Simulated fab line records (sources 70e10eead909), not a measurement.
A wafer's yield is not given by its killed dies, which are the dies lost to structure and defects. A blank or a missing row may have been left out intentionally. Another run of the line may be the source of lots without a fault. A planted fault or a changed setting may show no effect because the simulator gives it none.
fab line records -- flow nandHarc
record lots=5, wafers=15, lastDay=23
route steps=1159 shown P_STI@99 P_GATE@110 END@1159
lots that met no fault: taken from a fault-free run of the same line
startH: start of the lot's first displayed wafer, in hours after the record's first day -- waitH: hours from the lot's prior step to this one -- " identical to the entry in the row above -- L1.1+2: several wafers, shown together as one row -- - no value, or no start was given -- * or withheld: withheld -- < > ~ a bound
route shown NAME@n: NAME is a module with steps in the file, n the number in the route of the first one -- usual: mean/standard deviation taken from wafers without a fault -- same: alike in all rows -- chamber/n: place in a boat -- sites: the reading at each site -- _std_site: the standard deviation of these -- _edge_site: inner sites' mean taken away from outer sites' mean -- radiusMm: for every site, how far away it sits from the centre of the wafer -- mask NAME#n: copy n -- behind: the last tool/chamber to shape the wafer -- hold: why the lot went on hold/how many hours it stayed there/how the hold came to an end -- device: which transistor (n, p or np) failed to switch -- end of line: tests of these same wafers at the route's end -- for a step that has no rows: nothing shown but its recipe -- killed: not the wafer's yield, but the dies lost to structure and defects at the first sort -- map: a wafer's dies, x killed, . not, _ none there
set.NAME: the setting that was run; set.NAME@STEP: the one run at that earlier step -- model.NAME: the simulator's own value behind a step, which no gauge read
lots at some steps of the route; a table a step, a row a wafer
services: from which hour (startH, from the record's first day; less than 0 if before it) a tool's chamber was out of use, for how many hours, and why
## steps
# step NHARC_P_STI_ANNEAL_34
# recipe tempC=1000, timeS=1800
# step NHARC_P_STI_CMP_21
# recipe tOverpolishS=20, targetThkNm=380.67
# usual motorCurrentA=11.5/0.98, overpolishRunS=20.000/0.0081
lot.wafer,tool,chamber,startH,waitH,motorCurrentA,overpolishRunS
L747.4,cmp-02,0,74.91,0.4,11.8,19.981
L747.3,cmp-02,1,74.91,0.4,12.9,19.995
L747.6,cmp-02,3,74.91,0.4,9.8,20.004
L750.3,cmp-04,1,97.78,0.4,12.0,20.006
L750.4,cmp-04,2,97.78,0.4,11.4,19.999
L750.6,cmp-04,2,97.78,0.4,10.7,20.002
L757.1,cmp-02,2,133.94,0.5,11.6,19.997
L757.3,cmp-02,0,133.94,0.5,10.7,20.002
L757.5,cmp-02,3,133.94,0.5,10.0,19.990
L761.4,cmp-01,3,165.42,0.4,12.9,20.000
L761.2,cmp-01,2,165.42,0.4,11.3,19.989
L761.6,cmp-01,0,165.42,0.4,10.9,19.996
L764.4,cmp-01,0,177.65,0.4,11.1,20.003
L764.2,cmp-01,2,177.65,0.4,11.8,20.012
L764.1,cmp-01,3,177.65,0.4,13.5,20.003
# step NHARC_P_STI_SRD_35
# step NHARC_P_STI_ETCH_36
# recipe targetDepthA=388, chemistry=dHF, material=SiO2
# step NHARC_P_STI_STRIP_24
# recipe tempC=160, chemistry=H3PO4, material=Si3N4
# step NHARC_P_STI_ETCH_37
# recipe targetDepthA=110, chemistry=dHF, material=SiO2
# step NHARC_P_STI_PRECLEAN_38
# recipe timeS=*, tempC=50, bathAgeMin=0, chemistry=SC1
# step NHARC_P_STI_SRD_39
# step NHARC_P_STI_OXIDE_40
# recipe targetThkA=100, tempC=900, oxTimeS=1362, material=SiO2
# step NHARC_P_STI_INSPECT_25
# usual rawDefectCount=221/75
lot.wafer,tool,chamber,startH,waitH,rawDefectCount
L747.3,defectInspect-02,-,83.45,0.4,167
L747.4,defectInspect-02,-,83.45,0.4,272
L747.6,defectInspect-02,-,83.45,0.4,188
L750.3,defectInspect-01,-,109.57,0.4,166
L750.4,defectInspect-01,-,109.57,0.4,384
L750.6,defectInspect-01,-,109.57,0.4,223
L757.1,defectInspect-01,-,142.19,0.4,132
L757.3,defectInspect-01,-,142.19,0.4,217
L757.5,defectInspect-01,-,142.19,0.4,155
L761.2,defectInspect-02,-,174.02,0.4,105
L761.4,defectInspect-02,-,174.02,0.4,177
L761.6,defectInspect-02,-,174.02,0.4,123
L764.1,defectInspect-02,-,186.09,0.4,203
L764.2,defectInspect-02,-,186.09,0.4,210
L764.4,defectInspect-02,-,186.09,0.4,249
# step NHARC_P_GATE_ETCH_69
# recipe targetDepthA=140, chemistry=dHF, material=SiO2
# step NHARC_P_GATE_PRECLEAN_70
# recipe timeS=*, tempC=50, bathAgeMin=0, chemistry=SC1
# same timeS=*
lot.wafer,tool,chamber,startH,waitH
L747.3+4+6,wetBench-01,"5,0,2",83.60,0.1
L750.6+3+4,wetBench-01,"2,3,5",109.72,0.1
L757.1+3+5,wetBench-01,"0,1,4",142.34,0.1
L761.2+4+6,wetBench-05,"1,3,4",174.17,0.1
L764.4+2+1,wetBench-09,"1,4,6",186.23,0.1
# step NHARC_P_GATE_SRD_01
# step NHARC_P_GATE_OXIDE_02
# recipe targetThkA=375, tempC=950, pH2oTorr=720, oxTimeS=365, material=SiO2
# step NHARC_P_GATE_DEHYDRATE_03
# recipe tempC=150, timeS=120
# step NHARC_P_GATE_HMDS_04
# recipe timeS=30
# step NHARC_P_GATE_COAT_05
# recipe spinRpm=4690
# step NHARC_P_GATE_SOFTBAKE_06
# recipe tempC=122, timeS=95
# step NHARC_P_GATE_EBR_07
# step NHARC_P_GATE_EXPOSE_08
# recipe na=0.6, doseMj=16.75, maskId=P_HV
# step NHARC_P_GATE_PEB_09
# recipe pebTempC=118, pebTimeS=85
# step NHARC_P_GATE_DEVELOP_10
# recipe timeS=70
# step NHARC_P_GATE_CD_MEAS_11
# recipe targetCdNm=1640, landingEnergyEv=500
# usual cdNm=1639.7/1.8
lot.wafer,tool,chamber,startH,waitH,cdNm
L747.3,cdSem-03,0,91.63,-,1637.6
L747.4,cdSem-03,0,91.63,-,1639.7
L747.6,cdSem-03,0,91.63,-,1638.8
L750.3,cdSem-02,0,117.88,-,1639.6
L750.4,cdSem-02,0,117.88,-,1638.7
L750.6,cdSem-02,0,117.88,-,1640.1
L757.1,cdSem-01,0,150.15,-,1640.7
L757.3,cdSem-01,0,150.15,-,1637.8
L757.5,cdSem-01,0,150.15,-,1640.8
L761.2,cdSem-03,0,183.40,-,1637.8
L761.4,cdSem-03,0,183.40,-,1640.9
L761.6,cdSem-03,0,183.40,-,1640.2
L764.1,cdSem-01,0,195.39,-,1640.3
L764.2,cdSem-01,0,195.39,-,1640.8
L764.4,cdSem-01,0,195.39,-,1639.0
# step NHARC_P_GATE_HARDBAKE_12
# recipe tempC=125, timeS=80
# step NHARC_P_GATE_DESCUM_13
# recipe timeS=3, o2FlowSccm=200, arFlowSccm=0, biasPowerW=0, chemistry=O2
# usual drypumpMotorCurrentA=5.7/0.44, oesProductAu=1.000/0.01, rfVppV=57.8/0.98, showerheadPlenumPTorr=1.91/0.072, throttleValvePct=11.312/0.0092
# same timeS=3
lot.wafer,tool,chamber,startH,waitH,drypumpMotorCurrentA,oesProductAu,rfHoursCounterH,rfVppV,showerheadPlenumPTorr,throttleValvePct
L747.4,rieDiel-03,1,91.81,-,5.7,1.008,9,57.5,1.96,11.304
L747.3,rieDiel-03,2,91.81,-,5.3,1.002,10,57.5,1.82,11.308
L747.6,rieDiel-03,3,91.81,-,5.6,0.992,-,57.2,1.79,11.315
L750.4,rieDiel-12,0,118.05,-,5.8,0.993,27,58.4,1.92,11.298
L750.3,rieDiel-12,1,118.05,-,6.0,0.992,31,58.8,2.00,11.314
L750.6,rieDiel-12,3,118.05,-,4.7,1.007,-,58.5,1.88,11.304
L757.3,rieDiel-03,2,150.33,-,5.3,1.012,21,58.1,1.82,11.316
L757.1,rieDiel-03,3,150.33,-,5.6,1.000,21,56.5,1.79,11.313
L757.5,rieDiel-03,3,150.33,-,5.6,1.005,-,56.5,1.79,11.313
L761.2,rieDiel-12,0,183.56,-,5.8,0.992,50,59.3,1.92,11.320
L761.4,rieDiel-12,1,183.56,-,6.0,0.988,51,56.8,2.00,11.306
L761.6,rieDiel-12,1,183.56,-,6.0,0.993,-,58.9,2.00,11.310
L764.4,rieDiel-12,2,195.55,-,5.4,0.999,56,58.5,1.92,11.313
L764.1,rieDiel-12,3,195.55,-,4.7,0.993,60,56.6,1.87,11.324
L764.2,rieDiel-12,0,195.55,-,5.8,0.999,54,58.5,1.92,11.303
# step NHARC_P_GATE_ETCH_14
# recipe targetDepthA=488, chemistry=dHF, material=SiO2
# step NHARC_P_GATE_STRIP_15
# recipe timeS=780, tempC=130, chemistry=SPM
# step NHARC_P_GATE_PRECLEAN_71
# recipe timeS=*, tempC=50, bathAgeMin=0, chemistry=SC1
# step NHARC_P_GATE_SRD_72
# step NHARC_P_GATE_OXIDE_16
# recipe targetThkA=30, tempC=875, oxTimeS=392, material=SiO2
# step NHARC_P_GATE_CVD_17
# recipe targetThkA=1500, tempC=620, timeS=900, material=poly-Si
# step NHARC_P_GATE_HM_DEP_102
# recipe targetThkA=1200, tempC=400, material=aC
# usual throttleValvePct=35.001/0.0087
lot.wafer,tool,chamber,startH,waitH,throttleValvePct
L747.3,aclDep-02,0,105.56,1.9,34.992
L747.4,aclDep-02,0,105.56,1.9,35.015
L747.6,aclDep-02,0,105.56,1.9,35.002
L750.3,aclDep-01,0,131.36,0.8,35.003
L750.4,aclDep-01,0,131.36,0.8,35.003
L750.6,aclDep-01,0,131.36,0.8,35.000
L757.1,aclDep-02,0,163.83,0.8,34.988
L757.3,aclDep-02,0,163.83,0.8,35.000
L757.5,aclDep-02,0,163.83,0.8,35.009
L761.2,aclDep-02,0,196.58,1.5,34.997
L761.4,aclDep-02,0,196.58,1.5,35.003
L761.6,aclDep-02,0,196.58,1.5,34.996
L764.1,aclDep-01,0,208.04,0.4,35.001
L764.2,aclDep-01,0,208.04,0.4,35.002
L764.4,aclDep-01,0,208.04,0.4,34.993
# step NHARC_P_GATE_DEP_103
# recipe targetThkA=300, targetThkNm=30, tempC=400, flowSccm=200, rfW=350, material=SiON
# usual heaterPowerW=723/79
lot.wafer,tool,chamber,startH,waitH,heaterPowerW
L747.3,pecvd-01,1,106.08,0.4,651
L747.4,pecvd-01,2,106.08,0.4,644
L747.6,pecvd-01,0,106.08,0.4,703
L750.3,pecvd-04,0,131.84,0.4,811
L750.4,pecvd-04,2,131.84,0.4,744
L750.6,pecvd-04,1,131.84,0.4,901
L757.1,pecvd-01,2,164.51,0.6,603
L757.3,pecvd-01,0,164.51,0.6,624
L757.5,pecvd-01,1,164.51,0.6,796
L761.2,pecvd-01,0,197.17,0.5,686
L761.6,pecvd-01,0,197.17,0.5,684
L761.4,pecvd-01,1,197.17,0.5,680
L764.2,pecvd-03,2,208.73,0.5,783
L764.1,pecvd-03,0,208.73,0.5,616
L764.4,pecvd-03,0,208.73,0.5,615
# step NHARC_P_GATE_DEHYDRATE_18
# recipe tempC=150, timeS=120
# step NHARC_P_GATE_HMDS_19
# recipe timeS=30
# step NHARC_P_GATE_COAT_20
# recipe spinRpm=1500, resistThkNm=90
# step NHARC_P_GATE_SOFTBAKE_21
# recipe tempC=105, timeS=55
# step NHARC_P_GATE_EBR_22
# step NHARC_P_GATE_EXPOSE_23
# recipe na=1.35, targetCdNm=120, doseMj=93.91, maskId=P_GATE
# step NHARC_P_GATE_PEB_24
# recipe pebTempC=100, pebTimeS=65
# step NHARC_P_GATE_DEVELOP_25
# recipe developTimeS=35, devTempC=23
# step NHARC_P_GATE_INSPECT_28
# usual rawDefectCount=6/3.2
lot.wafer,tool,chamber,startH,waitH,rawDefectCount
L747.3,defectInspect-02,-,106.83,0.0,16
L747.4,defectInspect-02,-,106.83,0.0,6
L747.6,defectInspect-02,-,106.83,0.0,16
L750.3,defectInspect-02,-,132.62,0.0,5
L750.4,defectInspect-02,-,132.62,0.0,6
L750.6,defectInspect-02,-,132.62,0.0,5
L757.1,defectInspect-02,-,165.29,0.0,9
L757.3,defectInspect-02,-,165.29,0.0,4
L757.5,defectInspect-02,-,165.29,0.0,446
L761.2,defectInspect-01,-,197.96,0.1,4
L761.4,defectInspect-01,-,197.96,0.1,6
L761.6,defectInspect-01,-,197.96,0.1,9
L764.1,defectInspect-02,-,209.65,0.0,6
L764.2,defectInspect-02,-,209.65,0.0,8
L764.4,defectInspect-02,-,209.65,0.0,8
# step NHARC_P_GATE_INSPECT_68
# usual rawDefectCount=211/77
lot.wafer,tool,chamber,startH,waitH,rawDefectCount
L747.3,defectInspect-01,-,125.46,0.1,193
L747.4,defectInspect-01,-,125.46,0.1,275
L747.6,defectInspect-01,-,125.46,0.1,192
L750.3,defectInspect-02,-,151.77,0.1,159
L750.4,defectInspect-02,-,151.77,0.1,367
L750.6,defectInspect-02,-,151.77,0.1,180
L757.1,defectInspect-02,-,183.61,0.2,163
L757.3,defectInspect-02,-,183.61,0.2,237
L757.5,defectInspect-02,-,183.61,0.2,594
L761.2,defectInspect-02,-,218.41,0.1,110
L761.4,defectInspect-02,-,218.41,0.1,183
L761.6,defectInspect-02,-,218.41,0.1,139
L764.1,defectInspect-01,-,229.32,0.2,188
L764.2,defectInspect-01,-,229.32,0.2,201
L764.4,defectInspect-01,-,229.32,0.2,238
# step NHARC_END_SORT_01
# recipe tempC=25
# usual killedAtArray=29/8.4, killedAtOther=0.7/1.2, killedAtPeriphery=3.8/2.1, killedDies=33/9, killedOpen=3.4/2, killedShort=2.1/1.4
# same grossDies=677
lot.wafer,tool,chamber,startH,waitH,killedAtArray,killedAtOther,killedAtPeriphery,killedDies,killedOpen,killedShort
L747.3,prober-02,0,481.54,3.1,36,0,4,40,3,2
L747.4,prober-02,0,482.34,3.4,29,0,2,31,1,2
L747.6,prober-02,0,483.93,4.0,32,0,5,37,2,3
L757.5,prober-01,0,537.86,3.7,27,0,39,66,2,1
L761.2,prober-01,0,551.07,2.8,49,2,5,56,4,1
L764.1,prober-01,0,558.10,2.5,35,1,5,41,1,1
L764.2,prober-01,0,558.89,2.8,36,0,4,40,2,2
L764.4,prober-01,0,560.49,3.4,37,0,5,42,1,3
# killed by level:class
L747.3 A_SLIT:chamberFilmFlake=14 A_CHANNEL_HOLE_D1:chamberFilmFlake=5 A_CONTACT:chamberFilmFlake=5 A_STAIRCASE:chamberFilmFlake=3 A_WL_FILL:chamberFilmFlake=3 P_BONDPAD:chamberFilmFlake=2 A_ONON_D1:geometricParticle:short=1 A_ONON_D1:geometricParticle:open=1
L747.4 A_SLIT:chamberFilmFlake=15 A_CONTACT:chamberFilmFlake=5 A_WL_FILL:chamberFilmFlake=4 P_GATE:geometricParticle:short=1 A_CHANNEL_HOLE_D1:geometricParticle:open=1 A_CHANNEL_HOLE_D1:geometricParticle:short=1 P_ZERO_WELL:chamberFilmFlake=1 A_CHANNEL_HOLE_D1:chamberFilmFlake=1
L747.6 A_SLIT:chamberFilmFlake=14 A_CONTACT:chamberFilmFlake=10 P_BONDPAD:chamberFilmFlake=4 A_CHANNEL_FILL_D1:geometricParticle:short=2 A_STAIRCASE:chamberFilmFlake=2 A_WL_FILL:chamberFilmFlake=2 P_CONTACT:geometricParticle:open=1 A_WL_FILL:geometricParticle:short=1
L757.5 P_GATE:unspecified=39 A_SLIT:chamberFilmFlake=16 A_CHANNEL_HOLE_D1:chamberFilmFlake=4 A_STAIRCASE:chamberFilmFlake=2 A_CONTACT:chamberFilmFlake=2 A_CHANNEL_FILL_D1:geometricParticle:short=1 A_CONTACT:geometricParticle:open=1 A_M0:geometricParticle:open=1
L761.2 A_CHANNEL_HOLE_D1:chamberFilmFlake=20 A_SLIT:chamberFilmFlake=20 A_STAIRCASE:chamberFilmFlake=3 A_ONON_D1:geometricParticle:open=2 P_GATE:chamberFilmFlake=2 THIN_TSV:chamberFilmFlake=2 A_CONTACT:chamberFilmFlake=2 P_CONTACT:geometricParticle:open=1
L764.1 A_SLIT:chamberFilmFlake=20 A_CHANNEL_HOLE_D1:chamberFilmFlake=6 A_STAIRCASE:chamberFilmFlake=4 P_ZERO_WELL:chamberFilmFlake=3 A_CONTACT:chamberFilmFlake=3 P_M2:geometricParticle:open=1 A_CHANNEL_HOLE_D1:geometricParticle:short=1 P_GATE:chamberFilmFlake=1
L764.2 A_SLIT:chamberFilmFlake=14 A_CHANNEL_HOLE_D1:chamberFilmFlake=12 A_STAIRCASE:chamberFilmFlake=3 A_BLC:chamberFilmFlake=3 P_CONTACT:geometricParticle:open=1 A_ONON_D1:geometricParticle:short=1 A_CHANNEL_FILL_D1:geometricParticle:open=1 A_CHANNEL_FILL_D1:geometricParticle:short=1
L764.4 A_SLIT:chamberFilmFlake=16 A_CHANNEL_HOLE_D1:chamberFilmFlake=14 A_STAIRCASE:chamberFilmFlake=3 P_ZERO_WELL:chamberFilmFlake=2 P_CONTACT:geometricParticle:short=1 P_M0:geometricParticle:short=1 A_CHANNEL_FILL_D1:geometricParticle:short=1 A_M0:geometricParticle:open=1
# map L757.5 (x killed, . not)
____________.____________
_________......._________
_______..xx......._______
______........x....______
_____....xxxx......._____
____..x..............____
____.....xx..........____
___...xxx.............___
___....x..xx..........___
__.......x.............__
__...................x.__
_.........x............._
_........x.............._
_......................._
_......................._
_......................._
.........................
........x................
.x.......................
xxx......................
xxx.x....................
_xxx...................._
_xxxx..................._
_xxxx..................._
_xxxx..................._
_xxxx...x..............._
__xxx.x................__
__xxxx....x............__
___xx.................___
___xx.................___
____....x............____
____x..x.............____
_____....x.........._____
______.............______
_______..........._______
_________......._________
____________.____________
# map L747.3 (x killed, . not)
____________.____________
_________......._________
_______..........._______
______.xx...x......______
_____..............._____
____...x.x..........x____
____.....xx...x......____
___........x..........___
___....xx....x........___
__x........x...........__
__.......x............x__
_........x.............._
_......................._
_......................._
_......................._
_......................._
...........x.............
...x.....................
.........................
..x......................
.........................
_.....x................._
_......x...............x_
_.....x................x_
_......................._
_........x.............._
__.x.x.................__
__......x..............__
___...x...............___
___...x...............___
____...x.............____
____...x.......x..x..____
_____..............._____
______..x......x...______
_______..........x_______
_________..x...._________
____________.____________
## services
tool,chamber,startH,hours,kind
pecvd-03,-,51.97,1.0,repair
pecvd-01,-,56.19,13.0,pm
pecvd-01,1,74.34,2.5,repair
cmp-01,-,81.50,4.0,pm
pecvd-03,-,86.93,0.9,repair
rieDiel-12,0,92.83,6.9,repair
cmp-01,-,101.07,2.4,repair
cmp-04,-,105.09,4.0,pm
cmp-04,-,109.51,63.9,repair
pecvd-03,0,110.28,12.4,repair
pecvd-03,-,111.22,13.0,pm
wetBench-09,-,112.84,8.0,pm
aclDep-01,-,114.50,13.0,pm
cmp-02,-,117.74,0.6,repair
cmp-02,-,128.64,4.0,pm
rieDiel-12,1,132.48,4.0,repair
cmp-01,-,136.00,0.7,repair
rieDiel-03,1,138.47,2.1,repair
rieDiel-03,1,150.11,13.0,repair
aclDep-02,-,170.28,13.0,pm
cmp-02,-,177.95,2.4,repair
cmp-01,-,179.50,4.0,pm
rieDiel-12,-,202.46,9.0,pm
cmp-01,-,206.10,1.1,repair
## key
firstSign step=NHARC_P_GATE_INSPECT_28, reading=rawDefectCount, direction=up, sigmas=99+, usual=6, struck=446
effect step=NHARC_P_GATE_INSPECT_68, reading=rawDefectCount, direction=up, sigmas=5, usual=211, struck=594
effect step=NHARC_END_SORT_01, reading=killedAtPeriphery, direction=up, sigmas=17, usual=3.8, struck=39
moreKillsBornAt NHARC_P_GATE_PRECLEAN_70@wetBench-01=39
metAt NHARC_P_GATE_PRECLEAN_70
struckWafers L757.5
testerLeftOut L757
fault kind=chamberParticleSource, tool=wetBench-01, chamber=4, onsetH=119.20, steps=NHARC_P_GATE_PRECLEAN_70, ratePerVisitCm2=0.6052, endH=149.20
# testerLeftOut: of these lots the tester's yield and bins aren't shown, on N5 and GAA mostly nor the transistor test; their killed dies are dies lost to structure and defects alone, not to doping, threshold or leakage, so they don't give the yield
